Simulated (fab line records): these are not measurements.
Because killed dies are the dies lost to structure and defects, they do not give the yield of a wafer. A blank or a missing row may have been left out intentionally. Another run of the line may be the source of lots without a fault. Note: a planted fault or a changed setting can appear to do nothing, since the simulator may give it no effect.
Which tool did it? ; flow n5Finfet ; 11 lots with 33 wafers sampled at 3 steps, on a route of 1938 steps

## WHAT EACH GAUGE READ, for each wafer
N5_MIM_TOP_LITHO_INSPECT_12: inspects for defects (macro).
lot;measured;on;rawDefectCount
L651;day 12 19:32;defectInspect-02;4 3 4
L652;day 13 03:51;defectInspect-02;1 3 2
L653;day 13 16:32;defectInspect-01;0 3 2
L661;day 15 02:55;defectInspect-01;2 3 2
L668;day 16 21:34;defectInspect-02;4 1 2
L665;day 16 21:17;defectInspect-01;1 0 2
L667;day 17 02:40;defectInspect-01;1 0 2
L671;day 17 13:19;defectInspect-02;2 5 0
L670;day 17 13:29;defectInspect-01;1 1 2
L672;day 18 11:59;defectInspect-02;2 3 2
L673;day 20 05:18;defectInspect-01;4 0 1

## WHICH TOOL RAN EACH LOT (tool, then ch and the chambers of the sampled wafers, then the start)
lot;N5_MIM_BOT_DEGAS_01;N5_MIM_TOP_ALD_01
L651;pvdSputter-03, day 12 17:54;aldHk-02 ch 1,2, day 12 19:32 or earlier
L652;pvdSputter-02, day 13 02:13;aldHk-03 ch 0,2,3, day 13 03:51 or earlier
L653;pvdSputter-03, day 13 15:18;aldHk-03 ch 0,1,2, day 13 16:32 or earlier
L661;pvdSputter-01, day 15 01:49;aldHk-03 ch 0,1, day 15 02:55 or earlier
L668;pvdSputter-02, day 16 19:34;aldHk-01 ch 0,1,2, day 16 21:34 or earlier
L665;pvdSputter-02, day 16 19:47;aldHk-03 ch 0,2,3, day 16 21:17 or earlier
L667;pvdSputter-02, day 17 00:50;aldHk-03 ch 0,2,3, day 17 02:40 or earlier
L671;pvdSputter-03, day 17 11:33;aldHk-02 ch 1,2, day 17 13:19 or earlier
L670;pvdSputter-03, day 17 11:46;aldHk-03 ch 0,3, day 17 13:29 or earlier
L672;pvdSputter-02, day 18 10:46;aldHk-02 ch 1,3, day 18 11:59 or earlier
L673;pvdSputter-02, day 20 03:48;aldHk-03 ch 0,2,3, day 20 05:18 or earlier
- N5_MIM_BOT_DEGAS_01: time 60 s.
- N5_MIM_TOP_ALD_01: deposits HfO2, target thk 5.6 nm, pulse time 1 s, purge time 3 s.

## AS READ BY THE TOOLS THEMSELVES (means over the sampled wafers that have a number; for cases with no such wafer, the mark the record gives instead)
N5_MIM_BOT_DEGAS_01.
lot;tool;heaterPowerW (W)
L651;pvdSputter-03;442
L652;pvdSputter-02;405
L653;pvdSputter-03;446
L661;pvdSputter-01;500
L668;pvdSputter-02;450
L665;pvdSputter-02;484
L667;pvdSputter-02;407
L671;pvdSputter-03;436
L670;pvdSputter-03;472
L672;pvdSputter-02;458
L673;pvdSputter-02;452

N5_MIM_TOP_ALD_01.
lot;tool;precursorPulseHeightRel
L651;aldHk-02;1.011
L652;aldHk-03;1.010
L653;aldHk-03;0.992
L661;aldHk-03;0.985
L668;aldHk-01;1.004
L665;aldHk-03;1.013
L667;aldHk-03;1.013
L671;aldHk-02;1.001
L670;aldHk-03;0.993
L672;aldHk-02;0.999
L673;aldHk-03;0.979

## THE ANSWER, worked out from the rows above alone
Rule: usual is defined by the lots themselves. The widest of any qualifying gaps counts: lots, ordered by their means at a reading, are off when they make up no more than a third of the lots, leave a main group of 4 or more, and stand apart from it by 3 or more times the standard deviation of that group's means. A main group whose means are all the same, to the digits that the tables above print for the reading, isn't used. A lot without any number at a reading at which 4 lots or more have one is off too. Any other lot the step has rows for is counted as sound. First the gauges in route order, then the tools' own readings, where a lot's mean is used as printed above. At the first step where some lot is off, the reading lying furthest off is the one used; lots without a number count as furthest.
Nothing can be told from this: no lot is off at any reading shown.

## WHAT THE SIMULATOR PUT IN
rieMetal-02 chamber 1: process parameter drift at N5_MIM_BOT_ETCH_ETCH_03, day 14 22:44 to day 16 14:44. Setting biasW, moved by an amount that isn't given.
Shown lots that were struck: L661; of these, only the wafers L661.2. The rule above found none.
